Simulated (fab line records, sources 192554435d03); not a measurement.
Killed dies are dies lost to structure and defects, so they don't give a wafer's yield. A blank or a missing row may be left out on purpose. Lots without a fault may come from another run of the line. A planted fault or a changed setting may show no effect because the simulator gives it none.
fab line records | flow n5_finfet
record lots=22 wafers=66 last_day=18
route steps=1938 shown SD_EPI_P@308 ILD0@346 SDB@373 GATE_CUT@470
lots that met no fault: from a run of the same line without faults
start_h: hours from the record's first day to the start of the lot's first wafer shown | wait_h: hours since the lot's step before | " the same as in the row above | L1.1+2: a row that stands for several wafers | - no value, or no start given | * or withheld: withheld | < > ~ a bound
route shown NAME@n: a module of which the file shows steps, and the number in the route of the first | usual: mean/standard deviation of fault-free wafers | same: alike in all rows | chamber/n: place in a boat | sites: the reading at each site | _std_site: their standard deviation | _edge_site: outer sites' mean less inner sites' | radius_mm: how far each site lies from the wafer's centre | mask NAME#n: copy n | behind: the tool/chamber that last shaped the wafer | hold: why the lot was held/for how many hours/how that ended | device: the transistor (n, p or np) that didn't switch | end of line: the same wafers' tests at the end of the route | a step without rows: its recipe alone | killed: dies lost to structure and defects at the first sort, not the wafer's yield | map: a wafer's dies, x killed, . not, _ none there
set.NAME: the setting as run; set.NAME@STEP: as run at that earlier step | model.NAME: the simulator's own value behind a step, which no gauge read
steps of the route over a sample of lots; a table a step, a row a wafer
services: from which hour (start_h, from the record's first day; less than 0 if before it) a tool's chamber was out of use, for how many hours, and why
## steps
# step N5_SD_EPI_P_ETCH_37
# recipe chemistry=N2/H2 target=SOC overetch_a=1080 mask_material=SiARC temp_c=40 ion_energy_ev=100 source_w=3000 bias_w=133 pressure_mtorr=20 time_s=486 n2_flow_sccm=200 h2_flow_sccm=200 ends=end_point
# usual chamber_pressure_mTorr=19.999/0.018 drypump_motor_current_A=5.5/0.42 h2_flow_sccm=200.0/0.57 oes_product_au=0.69/0.069 rf_vpp_V=240.2/1.3 showerhead_plenum_p_Torr=2.51/0.083 throttle_valve_pct=24.0/0.37
# columns lot.wafer tool chamber start_h wait_h chamber_pressure_mTorr drypump_motor_current_A h2_flow_sccm oes_product_au rf_hours_counter_h rf_vpp_V showerhead_plenum_p_Torr throttle_valve_pct
L074.1 rie_diel-06 0 53.11 0.0 19.988 5.4 200.4 0.81 17 239.6 2.49 24.1
L074.3 " 3 " " 20.008 5.3 199.0 0.70 123 238.2 2.45 24.3
L074.5 " 2 " " 20.023 4.8 199.5 0.62 - 241.4 2.62 24.1
L075.3 rie_diel-06 2 62.54 0.0 19.993 4.8 199.4 0.62 225 239.2 2.62 24.1
L075.4 " 1 " " 19.979 5.1 200.0 0.62 227 238.0 2.42 24.1
L075.6 " 3 " " 19.993 5.3 200.0 0.69 - 238.6 2.45 24.3
L076.1 rie_diel-02 1 66.27 0.0 20.000 5.9 200.8 0.79 37 238.8 2.47 23.4
L076.3 " 3 " " 20.011 5.0 200.8 0.71 103 239.5 2.44 24.0
L076.6 " 1 " " 19.995 5.9 201.2 0.78 - 240.5 2.47 23.4
L077.1 rie_diel-02 0 75.89 0.0 19.987 6.0 201.1 0.69 146 241.9 2.51 24.0
L077.3 " 2 " " 19.993 5.8 199.5 0.62 197 241.3 2.54 23.5
L077.5 " 3 " " 19.995 5.0 200.0 0.71 - 239.6 2.44 24.0
L079.3 rie_diel-06 1 83.95 0.0 19.996 5.1 199.8 0.62 232 237.3 2.41 24.1
L079.4 " 2 " " 20.013 4.8 200.3 0.61 231 240.5 2.62 24.1
L079.6 " 0 " " 20.036 5.4 199.0 0.80 - 239.7 2.49 24.1
L081.2 rie_diel-06 1 107.66 0.0 20.024 5.2 200.1 0.62 237 240.1 2.41 24.1
L081.4 " 0 " " 20.006 5.3 199.4 0.79 31 239.6 2.49 24.2
L081.5 " 0 " " 19.980 5.3 200.0 0.79 - 240.4 2.49 24.2
L082.2 rie_diel-06 1 109.72 0.0 20.022 5.1 199.9 0.62 238 238.9 2.41 24.1
L082.4 " 0 " " 20.035 5.3 199.8 0.79 32 239.5 2.49 24.2
L082.6 " 1 " " 20.032 5.2 200.3 0.62 - 238.0 2.41 24.1
L083.2 rie_diel-04 3 111.87 0.0 19.977 5.3 200.6 0.65 188 240.7 2.65 23.9
L083.4 " 1 " " 19.972 6.5 199.8 0.72 88 241.2 2.56 23.2
L083.5 " 0 " " 20.031 5.6 200.0 0.64 - 238.6 2.51 24.4
L084.1 rie_diel-02 0 115.85 0.0 19.990 6.0 199.7 0.68 156 240.2 2.51 24.0
L084.3 " 2 " " 19.996 5.8 200.2 0.63 207 242.5 2.53 23.4
L084.4 " 1 " " 19.969 5.9 200.2 0.77 50 238.5 2.46 23.4
L085.3 rie_diel-02 2 127.46 0.0 20.000 5.8 199.2 0.62 209 240.5 2.53 23.5
L085.5 " 0 " " 19.983 5.9 200.2 0.68 - 240.6 2.51 24.0
L085.6 " 1 " " 20.033 5.9 199.9 0.77 - 238.6 2.46 23.4
L086.1 rie_diel-02 2 134.60 0.0 20.009 5.8 199.8 0.62 212 240.5 2.53 23.5
L086.2 " 3 " " 20.000 5.1 200.2 0.70 120 239.5 2.43 24.1
L086.5 " 2 " " 19.987 5.8 200.0 0.62 - 240.3 2.53 23.5
L087.2 rie_diel-06 1 139.18 0.0 20.008 5.2 200.5 0.61 250 238.8 2.41 24.1
L087.4 " 2 " " 19.987 4.8 198.9 0.60 240 240.7 2.61 24.2
L087.6 " 3 " " 19.998 5.3 199.2 0.67 - 239.1 2.44 24.3
L088.2 rie_diel-02 2 142.35 0.0 19.982 5.7 199.5 0.62 214 240.8 2.53 23.5
L088.3 " 1 " " 20.011 5.9 199.4 0.75 57 239.4 2.46 23.4
L088.5 " 2 " " 20.024 5.8 200.4 0.62 - 239.9 2.53 23.5
L089.2 rie_diel-02 0 148.13 0.0 19.992 6.0 199.7 0.67 165 241.4 2.51 24.0
L089.4 " 3 " " 19.984 5.1 199.5 0.70 125 240.8 2.43 24.1
L089.6 " 3 " " 19.992 5.1 200.0 0.69 - 239.4 2.43 24.1
L090.1 rie_diel-06 2 152.81 0.0 19.993 4.8 200.4 0.60 246 241.8 2.61 24.1
L090.5 " 2 " " 19.960 4.8 199.8 0.61 - 240.6 2.61 24.2
L090.6 " 3 " " 19.983 5.3 200.1 0.67 - 238.7 2.44 24.3
L091.2 rie_diel-02 2 156.71 0.0 19.974 5.8 200.9 0.61 219 241.5 2.53 23.5
L091.4 " 3 " " 19.988 5.1 200.0 0.69 127 239.6 2.43 24.1
L091.6 " 0 " " 20.011 6.0 201.0 0.68 - 241.4 2.51 24.0
L092.2 rie_diel-06 2 163.04 0.0 20.015 4.8 199.7 0.60 249 240.9 2.61 24.2
L092.5 " 3 " " 19.965 5.3 200.4 0.67 - 239.2 2.43 24.3
L092.6 " 0 " " 19.978 5.4 201.2 0.76 - 241.1 2.48 24.2
L093.3 rie_diel-06 1 169.47 0.2 20.005 5.2 198.6 0.85 - 243.4 2.72 23.6
L093.4 " 3 " " 19.958 5.3 199.6 0.66 - 238.8 2.43 24.3
L093.5 " 1 " " 20.042 5.2 199.8 0.86 - 242.4 2.73 23.6
L094.4 rie_diel-04 3 174.74 0.0 19.978 5.3 199.9 0.64 207 241.6 2.65 23.9
L094.5 " 0 " " 20.030 5.6 200.3 0.62 - 239.6 2.50 24.4
L094.6 " 3 " " 20.017 5.3 199.1 0.64 - 241.5 2.65 23.9
L095.1 rie_diel-06 1 181.10 0.0 19.995 5.1 200.3 0.83 10 242.6 2.72 23.6
L095.5 " 0 " " 19.999 5.3 199.9 0.75 - 238.9 2.48 24.2
L095.6 " 1 " " 19.965 5.1 200.5 0.84 - 242.8 2.72 23.6
L096.1 rie_diel-02 2 191.12 0.0 19.982 5.7 200.0 0.61 229 241.4 2.52 23.5
L096.2 " 1 " " 20.023 5.9 200.6 0.74 71 239.8 2.46 23.4
L096.3 " 0 " " 20.008 6.0 200.6 0.67 177 241.0 2.50 24.0
L097.1 rie_diel-06 2 195.73 0.0 20.010 4.8 200.1 0.85 4 242.6 2.61 23.6
L097.4 " 2 " " 19.996 4.8 199.6 0.84 - 240.6 2.61 23.6
L097.5 " 3 " " 19.978 5.3 200.0 0.66 - 239.6 2.43 24.4
# step N5_ILD0_INSPECT_06
# recipe inspect_instrument=darkfield mode=post_cmp
# usual raw_defect_count=41/18
# columns lot.wafer tool chamber start_h wait_h raw_defect_count
L074.1 defect_inspect-01 - 64.36 0.0 43
L074.3 " - " " 23
L074.5 " - " " 42
L075.3 defect_inspect-01 - 73.40 0.0 34
L075.4 " - " " 22
L075.6 " - " " 18
L076.1 defect_inspect-01 - 77.87 0.0 17
L076.3 " - " " 40
L076.6 " - " " 80
L077.1 defect_inspect-01 - 87.66 0.0 42
L077.3 " - " " 35
L077.5 " - " " 71
L079.3 defect_inspect-02 - 97.14 0.0 58
L079.4 " - " " 64
L079.6 " - " " 32
L081.2 defect_inspect-02 - 119.16 0.0 19
L081.4 " - " " 35
L081.5 " - " " 19
L082.2 defect_inspect-02 - 120.69 0.0 39
L082.4 " - " " 59
L082.6 " - " " 42
L083.2 defect_inspect-02 - 123.83 0.0 35
L083.4 " - " " 35
L083.5 " - " " 22
L084.1 defect_inspect-02 - 126.57 0.0 43
L084.3 " - " " 59
L084.4 " - " " 40
L085.3 defect_inspect-01 - 139.07 0.0 62
L085.5 " - " " 33
L085.6 " - " " 27
L086.1 defect_inspect-02 - 145.60 0.0 36
L086.2 " - " " 41
L086.5 " - " " 96
L087.2 defect_inspect-01 - 150.18 0.0 34
L087.4 " - " " 61
L087.6 " - " " 35
L088.2 defect_inspect-01 - 153.11 0.0 13
L088.3 " - " " 27
L088.5 " - " " 17
L089.2 defect_inspect-02 - 158.85 0.0 34
L089.4 " - " " 39
L089.6 " - " " 57
L090.1 defect_inspect-02 - 163.72 0.0 39
L090.5 " - " " 41
L090.6 " - " " 23
L091.2 defect_inspect-02 - 167.38 0.0 62
L091.4 " - " " 50
L091.6 " - " " 67
L092.2 defect_inspect-01 - 173.99 0.0 27
L092.5 " - " " 18
L092.6 " - " " 27
L093.3 defect_inspect-02 - 180.47 0.0 50
L093.4 " - " " 36
L093.5 " - " " 74
L094.4 defect_inspect-02 - 187.33 0.0 21
L094.5 " - " " 27
L094.6 " - " " 51
L095.1 defect_inspect-01 - 192.01 0.0 25
L095.5 " - " " 49
L095.6 " - " " 51
L096.1 defect_inspect-02 - 202.32 0.0 16
L096.2 " - " " 38
L096.3 " - " " 73
L097.1 defect_inspect-01 - 206.94 0.0 53
L097.4 " - " " 31
L097.5 " - " " 52
# step N5_SDB_ALD_29
# recipe material=SiNx target_thk_a=300 temp_c=400 ald_precursor_family=SiH2I2 ald_co_reactant=N2/H2-plasma pulse_time_s=1 ald_cycles=600 purge_time_s=2 co_reactant_purge_time_s=2 pressure_torr=2
# usual chamber_pressure_Torr=2.000/0.0046 heater_power_outer_w=498/42 heater_power_w=809/66 precursor_pulse_height_rel=0.998/0.02
# columns lot.wafer tool chamber start_h wait_h chamber_pressure_Torr heater_power_outer_w heater_power_w precursor_pulse_height_rel
L074.1 ald_sin-02 1 65.83 0.0 2.002 536 907 0.986
L074.3 " 0 " " 1.998 459 800 1.005
L074.5 " 0 67.19 1.4 1.994 465 786 0.954
L075.3 ald_sin-03 0 75.29 0.1 1.997 485 739 0.987
L075.4 " 3 " " 1.996 510 830 1.000
L075.6 " 3 76.65 1.4 2.000 518 828 0.963
L076.1 ald_sin-03 0 79.54 0.3 1.999 483 733 1.008
L076.3 " 3 " " 2.001 519 816 1.015
L076.6 " 1 80.89 1.7 1.996 433 744 0.999
L077.1 ald_sin-03 1 90.19 0.4 2.005 432 766 1.008
L077.3 " 0 " " 2.012 485 727 0.999
L077.5 " 3 91.54 1.8 2.004 533 806 1.010
L079.3 ald_sin-03 0 100.77 2.3 2.002 471 728 1.006
L079.4 " 3 102.12 3.6 1.997 509 819 0.991
L079.6 " 0 " " 2.007 476 738 1.010
L081.2 ald_sin-02 1 120.74 0.3 2.006 552 949 1.003
L081.4 " 2 " " 1.994 409 657 1.003
L081.5 " 0 122.09 1.6 2.000 477 790 0.992
L082.2 ald_sin-03 0 122.06 0.0 2.000 474 738 0.992
L082.4 " 2 123.41 1.4 2.002 524 875 1.032
L082.6 " 0 " " 2.001 485 722 1.004
L083.2 ald_sin-02 1 125.26 0.0 1.993 538 929 0.980
L083.4 " 0 " " 1.991 468 824 1.004
L083.5 " 2 126.61 1.4 1.993 395 659 0.993
L084.1 ald_sin-03 0 127.86 0.0 2.000 471 735 1.017
L084.3 " 3 " " 2.009 507 826 1.001
L084.4 " 0 129.22 1.4 2.001 476 725 1.021
L085.3 ald_sin-01 0 140.58 0.0 2.003 515 815 0.974
L085.5 " 3 141.94 1.4 2.002 562 869 1.017
L085.6 " 0 " " 2.000 494 817 0.987
L086.1 ald_sin-01 2 147.18 0.0 2.000 519 810 0.993
L086.2 " 3 " " 2.004 547 855 0.983
L086.5 " 3 148.53 1.4 2.001 558 854 0.994
L087.2 ald_sin-02 1 152.33 0.0 2.007 556 926 1.003
L087.4 " 3 " " 1.998 450 798 0.964
L087.6 " 0 153.68 1.4 1.995 459 811 1.025
L088.2 ald_sin-02 2 156.89 0.0 1.998 400 655 0.968
L088.3 " 3 " " 2.002 459 786 0.968
L088.5 " 1 158.24 1.4 2.003 528 922 1.002
L089.2 ald_sin-03 0 161.32 0.0 1.999 484 737 0.995
L089.4 " 1 162.67 1.4 2.005 444 744 1.021
L089.6 " 3 " " 2.003 519 831 0.999
L090.1 ald_sin-03 1 165.56 0.0 2.002 426 743 1.039
L090.5 " 1 166.91 1.4 1.999 438 748 1.006
L090.6 " 3 " " 1.994 518 818 1.009
L091.2 ald_sin-02 1 168.82 0.1 1.991 551 925 0.991
L091.4 " 2 " " 1.996 392 635 0.990
L091.6 " 0 170.18 1.5 1.997 477 806 1.012
L092.2 ald_sin-01 3 175.75 0.0 1.998 553 843 0.986
L092.5 " 0 177.10 1.4 2.005 509 798 0.996
L092.6 " 3 " " 1.998 525 882 1.044
L093.3 ald_sin-01 3 182.50 0.7 1.997 547 867 0.999
L093.4 " 3 183.86 2.0 2.005 554 865 0.968
L093.5 " 2 " " 1.995 529 838 0.987
L094.4 ald_sin-01 0 192.65 1.4 1.990 507 789 0.977
L094.5 " 2 " " 1.999 534 815 1.030
L094.6 " 3 " " 2.007 550 852 0.997
L095.1 ald_sin-02 3 193.25 0.0 1.995 454 766 1.022
L095.5 " 1 194.61 1.4 2.003 518 843 0.978
L095.6 " 0 " " 1.999 472 814 1.013
L096.1 ald_sin-02 1 203.73 0.0 2.008 514 858 1.009
L096.2 " 3 " " 2.001 442 771 0.997
L096.3 " 1 205.09 1.4 1.999 515 851 0.999
L097.1 ald_sin-01 1 208.26 0.0 1.998 539 799 1.000
L097.4 " 2 " " 2.008 525 831 1.000
L097.5 " 0 209.62 1.4 1.990 503 802 0.973
# step N5_GATE_CUT_STRIP_59
# recipe chemistry=N2/H2 time_s=20 power_w=100 temp_c=40 pressure_mtorr=100 rf_frequency_hz=6e+07 bias_power_w=3 n2_flow_sccm=300 h2_flow_sccm=300
# usual chamber_pressure_mTorr=100.00/0.09 drypump_motor_current_A=5.7/0.45 h2_flow_sccm=300.0/0.87 oes_product_au=0.76/0.072 rf_vpp_V=45.2/0.82 showerhead_plenum_p_Torr=3.36/0.1 throttle_valve_pct=12.3/0.31
# columns lot.wafer tool chamber start_h wait_h chamber_pressure_mTorr drypump_motor_current_A h2_flow_sccm oes_product_au rf_hours_counter_h rf_vpp_V showerhead_plenum_p_Torr throttle_valve_pct
L074.1 rie_diel-04 1 78.79 0.1 100.02 6.5 300.5 0.83 80 45.0 3.41 11.9
L074.3 " 2 " " 100.10 6.1 299.4 0.72 195 45.4 3.52 12.7
L074.5 " 2 " " 100.03 6.1 299.0 0.72 - 45.3 3.52 12.7
L075.3 rie_diel-02 2 88.49 0.1 100.13 5.8 300.5 0.69 200 44.8 3.37 12.2
L075.4 " 1 " " 99.79 5.9 299.3 0.89 - 45.8 3.29 11.7
L075.6 " 2 " " 99.98 5.8 300.6 0.68 - 46.8 3.37 12.2
L076.1 rie_diel-02 3 92.90 0.1 99.94 5.1 300.0 0.80 109 44.7 3.25 12.4
L076.3 " 0 " " 100.04 6.0 300.4 0.78 150 44.3 3.34 12.4
L076.6 " 3 " " 99.98 5.1 299.3 0.80 - 45.6 3.25 12.4
L077.1 rie_diel-06 2 103.25 0.1 100.03 4.8 300.2 0.68 235 43.4 3.47 12.4
L077.3 " 1 " " 100.13 5.1 299.1 0.69 236 44.3 3.22 12.5
L077.5 " 0 " " 99.97 5.4 299.4 0.91 - 46.3 3.31 12.2
L079.3 rie_diel-04 2 114.49 0.1 99.92 6.2 301.4 0.71 203 44.9 3.51 12.7
L079.4 " 3 " " 99.83 5.3 300.2 0.73 189 44.4 3.52 12.3
L079.6 " 3 " " 99.96 5.3 300.2 0.73 - 45.6 3.52 12.3
L081.2 rie_diel-06 3 134.57 0.1 100.07 5.3 298.6 0.76 147 45.4 3.25 12.6
L081.4 " 1 " " 100.12 5.2 299.0 0.67 248 45.3 3.21 12.6
L081.5 " 1 " " 100.12 5.1 300.8 0.68 - 45.2 3.21 12.5
L082.2 rie_diel-04 0 135.13 0.1 100.04 5.6 300.0 0.71 237 45.4 3.33 12.8
L082.4 " 2 " " 99.85 6.2 299.7 0.70 210 45.0 3.51 12.7
L082.6 " 2 " " 100.03 6.1 299.1 0.70 - 46.2 3.51 12.7
L083.2 rie_diel-02 1 138.09 0.1 99.97 5.9 299.7 0.87 56 45.4 3.28 11.8
L083.4 " 2 " " 100.16 5.8 301.1 0.68 213 45.9 3.36 12.2
L083.5 " 0 " " 100.02 6.0 299.9 0.76 - 44.4 3.34 12.5
L084.1 rie_diel-04 1 140.85 0.1 99.94 6.5 301.1 0.80 97 44.0 3.40 11.9
L084.3 " 3 " " 99.90 5.3 299.9 0.72 197 45.3 3.52 12.3
L084.4 " 3 " " 99.89 5.3 300.8 0.72 - 46.4 3.52 12.3
L085.3 rie_diel-02 2 154.27 0.1 100.03 5.8 301.1 0.67 218 45.9 3.36 12.2
L085.5 " 2 " " 100.25 5.8 302.2 0.67 - 43.8 3.36 12.2
L085.6 " 3 " " 100.01 5.1 300.2 0.78 - 44.6 3.24 12.5
L086.1 rie_diel-02 3 161.73 0.1 100.02 5.0 300.0 0.79 128 44.8 3.24 12.5
L086.2 " 0 " " 99.97 6.0 298.3 0.77 168 45.2 3.34 12.5
L086.5 " 0 " " 99.99 6.0 300.8 0.77 - 46.1 3.34 12.5
L087.2 rie_diel-04 0 165.98 0.1 99.99 5.6 299.9 0.70 244 45.5 3.33 12.8
L087.4 " 3 " " 100.02 5.3 299.0 0.71 204 45.6 3.51 12.3
L087.6 " 1 " " 100.08 6.5 301.2 0.79 - 46.4 3.40 11.9
L088.2 rie_diel-04 0 170.51 0.1 99.95 5.6 300.3 0.70 246 46.0 3.32 12.8
L088.3 " 3 " " 99.95 5.3 298.7 0.71 205 45.3 3.51 12.3
L088.5 " 2 " " 99.90 6.1 300.2 0.69 - 45.8 3.50 12.8
L089.2 rie_diel-02 0 174.57 0.1 99.96 6.0 299.9 0.76 173 45.6 3.33 12.5
L089.4 " 2 " " 99.95 5.8 300.4 0.67 224 43.4 3.36 12.2
L089.6 " 3 " " 100.01 5.0 299.6 0.77 - 44.1 3.24 12.5
L090.1 rie_diel-04 0 178.87 0.1 100.09 5.6 299.7 0.70 249 45.0 3.32 12.8
L090.5 " 3 " " 99.95 5.3 299.2 0.71 - 45.5 3.51 12.4
L090.6 " 2 " " 100.01 6.2 299.9 0.70 - 46.1 3.50 12.7
L091.2 rie_diel-06 1 181.84 0.1 100.07 5.2 299.1 0.97 10 45.3 3.61 11.9
L091.4 " 3 " " 99.96 5.3 298.8 0.74 - 43.3 3.24 12.6
L091.6 " 1 " " 100.10 5.2 300.6 0.96 - 44.5 3.61 11.9
L092.2 rie_diel-04 2 189.35 0.1 99.94 6.1 300.3 0.69 225 44.4 3.50 12.8
L092.5 " 2 " " 100.07 6.2 298.4 0.69 - 43.8 3.50 12.8
L092.6 " 3 " " 99.91 5.3 300.9 0.72 - 45.5 3.51 12.4
L093.3 rie_diel-02 0 196.74 0.1 99.89 6.0 300.6 0.75 179 46.6 3.33 12.5
L093.4 " 2 " " 100.07 5.8 299.0 0.66 - 45.4 3.35 12.3
L093.5 " 0 " " 99.87 6.0 301.1 0.75 - 44.1 3.33 12.5
L094.4 rie_diel-02 0 205.40 0.1 100.13 6.0 299.2 0.75 182 43.4 3.33 12.5
L094.5 " 0 " " 100.07 6.0 301.8 0.75 - 46.1 3.33 12.5
L094.6 " 1 " " 99.93 5.9 301.1 0.84 - 45.2 3.27 11.8
L095.1 rie_diel-06 0 206.57 0.1 100.00 5.4 301.4 0.85 67 45.5 3.29 12.3
L095.5 " 0 " " 99.96 5.4 299.8 0.84 - 44.7 3.29 12.3
L095.6 " 2 " " 99.94 4.8 300.3 0.93 - 45.5 3.46 11.8
L097.1 rie_diel-02 1 221.53 0.1 99.96 5.9 297.9 0.83 79 45.2 3.27 11.8
L097.4 " 3 " " 99.97 5.0 301.1 0.76 144 43.5 3.23 12.5
L097.5 " 3 " " 100.00 5.1 300.6 0.77 - 46.1 3.23 12.5
L096.1 rie_diel-06 3 221.61 0.3 100.05 5.3 299.3 0.72 182 45.8 3.23 12.7
L096.2 " 3 " " 100.09 5.3 299.2 0.72 - 46.1 3.23 12.7
L096.3 " 3 " " 99.88 5.3 299.7 0.72 - 45.3 3.23 12.7
# step N5_GATE_CUT_HM_DEP_46
# recipe material=SiO2 target_thk_a=1300 temp_c=400 precursor=TEOS/O2 pressure_torr=6.5 rf_w=900 teos_flow_sccm=161.4 gas=O2 flow_sccm=2650 time_s=26.6
# usual chamber_pressure_Torr=6.500/0.014 heater_power_outer_w=327/68 heater_power_w=589/88 showerhead_plenum_p_Torr=8.33/0.035 throttle_valve_pct=18.3/0.96
# columns lot.wafer tool chamber start_h wait_h chamber_pressure_Torr heater_power_outer_w heater_power_w showerhead_plenum_p_Torr throttle_valve_pct
L074.1 pecvd-01 2 81.62 0.0 6.529 288 495 8.35 18.9
L074.3 " 1 " " 6.492 276 552 8.32 19.9
L074.5 " 0 " " 6.515 439 708 8.33 17.2
L075.3 pecvd-04 2 91.33 0.1 6.487 279 504 8.35 17.3
L075.4 " 1 " " 6.516 304 540 8.38 17.7
L075.6 " 2 " " 6.503 284 533 8.37 17.3
L076.1 pecvd-04 1 100.48 0.0 6.492 367 646 8.38 17.8
L076.3 " 2 " " 6.520 247 468 8.37 17.3
L076.6 " 2 " " 6.517 251 477 8.35 17.5
L077.1 pecvd-04 2 107.43 0.0 6.507 299 549 8.38 17.5
L077.3 " 0 " " 6.509 335 617 8.29 17.3
L077.5 " 2 " " 6.513 299 533 8.37 17.6
L079.3 pecvd-03 0 117.31 0.0 6.475 321 642 8.29 19.1
L079.4 " 0 " " 6.501 332 658 8.31 19.0
L079.6 " 2 " " 6.505 385 670 8.39 17.3
L081.2 pecvd-01 1 137.40 0.0 6.493 254 523 8.30 19.8
L081.4 " 1 " " 6.511 258 525 8.32 19.9
L081.5 " 0 " " 6.500 402 638 8.34 17.4
L082.2 pecvd-03 0 137.99 0.0 6.513 308 638 8.29 18.9
L082.4 " 2 " " 6.488 414 719 8.40 17.6
L082.6 " 1 " " 6.492 293 548 8.29 18.9
L083.2 pecvd-03 0 141.08 0.0 6.511 334 657 8.31 18.9
L083.4 " 2 " " 6.521 391 688 8.40 17.6
L083.5 " 0 " " 6.528 341 670 8.29 19.0
L084.1 pecvd-03 1 143.77 0.0 6.496 290 523 8.29 18.8
L084.3 " 0 " " 6.505 307 627 8.32 19.1
L084.4 " 1 " " 6.486 294 534 8.28 19.0
L085.3 pecvd-01 0 157.08 0.0 6.521 396 651 8.34 17.3
L085.5 " 2 " " 6.484 299 489 8.34 18.9
L085.6 " 1 " " 6.518 227 502 8.31 19.8
L086.1 pecvd-01 0 164.54 0.0 6.512 453 713 8.33 17.5
L086.2 " 2 " " 6.501 267 461 8.32 19.0
L086.5 " 1 " " 6.508 249 529 8.31 20.1
L087.2 pecvd-03 1 168.80 0.0 6.501 335 608 8.29 18.7
L087.4 " 0 " " 6.501 318 661 8.30 18.8
L087.6 " 2 " " 6.488 318 583 8.37 17.6
L088.2 pecvd-01 0 174.22 0.0 6.501 437 695 8.36 17.6
L088.3 " 2 " " 6.508 239 438 8.35 19.0
L088.5 " 1 " " 6.493 202 453 8.32 19.9
L089.2 pecvd-04 2 177.39 0.0 6.511 297 525 8.36 17.6
L089.4 " 2 " " 6.518 287 524 8.33 17.4
L089.6 " 0 " " 6.498 394 697 8.27 17.4
L090.1 pecvd-01 1 183.30 0.0 6.494 271 573 8.33 19.9
L090.5 " 2 " " 6.498 291 503 8.32 19.0
L090.6 " 1 " " 6.512 276 553 8.33 19.9
L091.2 pecvd-04 0 185.23 0.0 6.488 348 620 8.29 17.5
L091.4 " 2 " " 6.502 268 485 8.35 17.5
L091.6 " 1 " " 6.515 340 597 8.35 17.4
L092.2 pecvd-03 1 193.68 0.0 6.515 337 596 8.27 18.6
L092.5 " 2 " " 6.502 366 648 8.38 17.2
L092.6 " 0 " " 6.511 364 704 8.29 19.1
L093.3 pecvd-01 0 199.56 0.0 6.512 450 717 8.34 17.4
L093.4 " 1 " " 6.495 216 479 8.31 19.9
L093.5 " 2 " " 6.490 270 481 8.33 19.1
L094.4 pecvd-01 1 208.26 0.1 6.498 250 534 8.31 19.8
L094.5 " 1 " " 6.516 256 547 8.31 19.9
L094.6 " 0 " " 6.496 341 557 8.34 17.5
L095.1 pecvd-01 0 210.42 0.0 6.495 413 648 8.32 17.8
L095.5 " 1 " " 6.470 230 489 8.31 19.6
L095.6 " 0 " " 6.483 431 676 8.33 17.8
L097.1 pecvd-04 1 224.37 0.0 6.485 400 689 8.37 17.7
L097.4 " 2 " " 6.460 293 526 8.36 17.5
L097.5 " 0 " " 6.475 385 676 8.31 17.8
L096.1 pecvd-04 0 224.66 0.0 6.505 312 589 8.29 17.6
L096.2 " 1 " " 6.493 399 681 8.37 18.0
L096.3 " 2 " " 6.488 249 474 8.33 17.6
# step N5_GATE_CUT_CD_MEAS_13
# recipe target_cd_nm=20 landing_energy_ev=500 detector=se_inlens
# usual cd_nm=19.95/0.28
# same landing_energy_ev=500
# columns lot.wafer tool chamber start_h wait_h cd_nm
L074.1 cd_sem-03 0 81.95 - 19.62
L074.3 " 0 " " 20.22
L074.5 " 0 " " 20.00
L075.3 cd_sem-03 0 91.67 - 19.92
L075.4 " 0 " " 19.46
L075.6 " 0 " " 19.51
L076.1 cd_sem-02 0 100.81 - 19.66
L076.3 " 0 " " 20.33
L076.6 " 0 " " 19.84
L077.1 cd_sem-02 0 107.89 - 19.83
L077.3 " 0 " " 20.18
L077.5 " 0 " " 19.86
L079.3 cd_sem-02 0 117.79 - 20.07
L079.4 " 0 " " 19.66
L079.6 " 0 " " 20.13
L081.2 cd_sem-01 0 137.86 - 20.25
L081.4 " 0 " " 19.92
L081.5 " 0 " " 20.57
L082.2 cd_sem-03 0 138.45 - 20.14
L082.4 " 0 " " 20.05
L082.6 " 0 " " 20.10
L083.2 cd_sem-02 0 141.54 - 19.85
L083.4 " 0 " " 20.06
L083.5 " 0 " " 20.36
L084.1 cd_sem-02 0 144.23 - 19.64
L084.3 " 0 " " 19.93
L084.4 " 0 " " 19.65
L085.3 cd_sem-01 0 157.42 - 19.72
L085.5 " 0 " " 19.52
L085.6 " 0 " " 19.48
L086.1 cd_sem-03 0 164.88 - 20.11
L086.2 " 0 " " 20.14
L086.5 " 0 " " 19.90
L087.2 cd_sem-01 0 169.26 - 19.95
L087.4 " 0 " " 19.73
L087.6 " 0 " " 19.81
L088.2 cd_sem-03 0 174.58 - 20.06
L088.3 " 0 " " 19.78
L088.5 " 0 " " 19.82
L089.2 cd_sem-01 0 177.87 - 20.02
L089.4 " 0 " " 20.16
L089.6 " 0 " " 19.92
L090.1 cd_sem-03 0 183.64 - 19.62
L090.5 " 0 " " 19.72
L090.6 " 0 " " 19.60
L091.2 cd_sem-02 0 185.72 - 20.44
L091.4 " 0 " " 19.93
L091.6 " 0 " " 20.06
L092.2 cd_sem-03 0 194.02 - 20.08
L092.5 " 0 " " 19.58
L092.6 " 0 " " 19.60
L093.3 cd_sem-03 0 200.02 - 20.28
L093.4 " 0 " " 20.48
L093.5 " 0 " " 19.98
L094.4 cd_sem-02 0 208.60 - 20.12
L094.5 " 0 " " 19.74
L094.6 " 0 " " 20.11
L095.1 cd_sem-01 0 210.78 - 20.15
L095.5 " 0 " " 19.49
L095.6 " 0 " " 19.26
L097.1 cd_sem-03 0 224.83 - 19.98
L097.4 " 0 " " 19.85
L097.5 " 0 " " 20.54
L096.1 cd_sem-02 0 224.99 - 20.45
L096.2 " 0 " " 19.70
L096.3 " 0 " " 20.04
## services
# columns tool chamber start_h hours kind
pecvd-03 - 32.50 1.1 repair
pecvd-01 2 38.30 15.3 repair
pecvd-03 - 43.01 0.8 repair
ald_sin-01 - 47.66 0.5 repair
ald_sin-02 - 81.80 28.1 pm
ald_sin-01 - 85.30 14.0 pm
rie_diel-02 3 87.44 2.6 repair
ald_sin-03 1 94.06 38.2 repair
ald_sin-01 1 103.98 88.0 repair
rie_diel-04 2 109.23 1.6 repair
rie_diel-06 2 112.41 19.7 repair
pecvd-04 0 136.78 13.9 repair
rie_diel-04 0 138.95 5.4 repair
ald_sin-03 2 160.21 7.0 repair
pecvd-04 1 170.87 13.4 repair
rie_diel-02 1 177.11 5.9 repair
ald_sin-02 - 177.62 14.0 pm
rie_diel-06 1 184.00 81.3 repair
rie_diel-02 3 191.84 6.5 repair
rie_diel-04 2 198.53 2.8 repair
ald_sin-02 0 203.30 2.6 repair
rie_diel-06 2 218.19 13.6 repair
rie_diel-06 0 220.16 6.2 repair
ald_sin-03 - 224.47 0.7 repair
## key
fault none
